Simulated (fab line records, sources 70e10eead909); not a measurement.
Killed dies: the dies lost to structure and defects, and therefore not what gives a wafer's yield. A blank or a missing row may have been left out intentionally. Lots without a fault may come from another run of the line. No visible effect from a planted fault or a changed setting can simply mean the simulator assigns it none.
Check of tool commonality	flow nand-harc	12 lots, 36 wafers sampled

REASON FOR OPENING
At NHARC_A_BLC_CD_MEAS_10 the reading cd-nm is flagged on 2 of 12 lots. Wafers without a fault read 100.7 nm, standard deviation 0.95.
Rule: flag the lot when none of its wafers has a number, or when each of its wafers that has one lies beyond 4 standard deviations from that mean. As for the other lots, they are considered sound.

lot	measured	on	cd-nm (nm), wafer by wafer	flag
L786	day 22 23:47	cd-sem-01	101.0 100.0 98.9	
L789	day 24 05:23	cd-sem-03	99.2 99.5 99.8	
L791	day 25 22:38	cd-sem-02	101.1 101.1 101.7	
L794	day 26 12:05	cd-sem-01	101.1 102.4 100.9	
L797	day 27 19:14	cd-sem-02	100.2 100.1 100.1	
L798	day 27 21:43	cd-sem-03	93.4 92.9 93.2	FLAGGED
L799	day 28 17:13	cd-sem-02	93.4 94.5 92.2	FLAGGED
L803	day 29 23:25	cd-sem-02	99.0 99.5 98.7	
L802	day 30 01:26	cd-sem-01	100.6 101.7 101.1	
L805	day 31 01:37	cd-sem-03	100.3 100.8 101.6	
L806	day 31 03:01	cd-sem-01	98.7 99.4 99.0	
L807	day 31 19:18	cd-sem-01	101.8 103.5 101.2	
The numbers of the flagged lots are 93.3 nm on average: -7.4 nm against the usual, or -8 standard deviations.

EACH LOT AND THE TOOL IT RAN ON
The record holds 2 process steps before the reading, out of a route of 1302 steps. Every cell lists first the tool, next ch and the chambers used by the sampled wafers, and last the start.
lot	flag	NHARC_A_CONTACT_ETCH_138	NHARC_A_BLC_PEB_08
L786		har-cap-etch-03 ch 0, day 22 19:37	litho-track-01 ch 0, day 22 23:43
L789		har-cap-etch-02 ch 0,1, day 24 01:23	litho-track-01 ch 0, day 24 05:18
L791		har-cap-etch-03 ch 0,1, day 25 18:40	litho-track-04 ch 0, day 25 22:34
L794		har-cap-etch-01 ch 0,1, day 26 07:59	litho-track-06 ch 0, day 26 12:01
L797		har-cap-etch-03 ch 0,1, day 27 15:05	litho-track-06 ch 0, day 27 19:09
L798	FLAGGED	har-cap-etch-03 ch 0,1, day 27 17:50	litho-track-06 ch 0, day 27 21:38
L799	FLAGGED	har-cap-etch-01 ch 0,1, day 28 13:12	litho-track-06 ch 0, day 28 17:08
L803		har-cap-etch-02 ch 0,1, day 29 19:33	litho-track-01 ch 0, day 29 23:20
L802		har-cap-etch-01 ch 0,1, day 29 21:14	litho-track-01 ch 0, day 30 01:22
L805		har-cap-etch-01 ch 0,1, day 30 21:34	litho-track-06 ch 0, day 31 01:32
L806		har-cap-etch-03 ch 0,1, day 30 23:01	litho-track-01 ch 0, day 31 02:56
L807		har-cap-etch-03 ch 0,1, day 31 15:21	litho-track-06 ch 0, day 31 19:13
What is done by these steps:
- NHARC_A_CONTACT_ETCH_138: etches the open film in C4F8/O2/Ar, time 311 s, target depth 1914 nm.
- NHARC_A_BLC_PEB_08: peb time 65 s.
- NHARC_A_BLC_CD_MEAS_10: target cd 100 nm.

FLAGGED AGAINST TOTAL, ONE TOOL AT A TIME (gauges that did the reading follow at the end)
step	tool	lots run	flagged	share of the flagged lots	sound lots run after its first flagged lot
NHARC_A_CONTACT_ETCH_138	har-cap-etch-01	4	1	some	2 (L802,L805)
NHARC_A_CONTACT_ETCH_138	har-cap-etch-02	2	0	none	-
NHARC_A_CONTACT_ETCH_138	har-cap-etch-03	6	1	some	2 (L806,L807)
NHARC_A_BLC_PEB_08	litho-track-01	5	0	none	-
NHARC_A_BLC_PEB_08	litho-track-04	1	0	none	-
NHARC_A_BLC_PEB_08	litho-track-06	6	2	all	2 (L805,L807)
NHARC_A_BLC_CD_MEAS_10	cd-sem-01	5	0	none	-
NHARC_A_BLC_CD_MEAS_10	cd-sem-02	4	1	some	1 (L803)
NHARC_A_BLC_CD_MEAS_10	cd-sem-03	3	1	some	1 (L805)

WHAT THE TABLE ALLOWS
Rows of the table that ran each flagged lot: 1, that is litho-track-06 at NHARC_A_BLC_PEB_08.
- litho-track-06 at NHARC_A_BLC_PEB_08: 2 of its 6 lots flagged. After the first flagged lot (L805, L807), sound lots still ran on it; a lasting fault on the whole tool would not permit that. Its own readings lie more than 4 standard deviations out on every wafer of the flagged lots: heater-power-total-W, plate-temp-C.
Not one row of the table ran every flagged lot while running no sound lot after the first.

WHAT THE SIMULATOR PUT IN
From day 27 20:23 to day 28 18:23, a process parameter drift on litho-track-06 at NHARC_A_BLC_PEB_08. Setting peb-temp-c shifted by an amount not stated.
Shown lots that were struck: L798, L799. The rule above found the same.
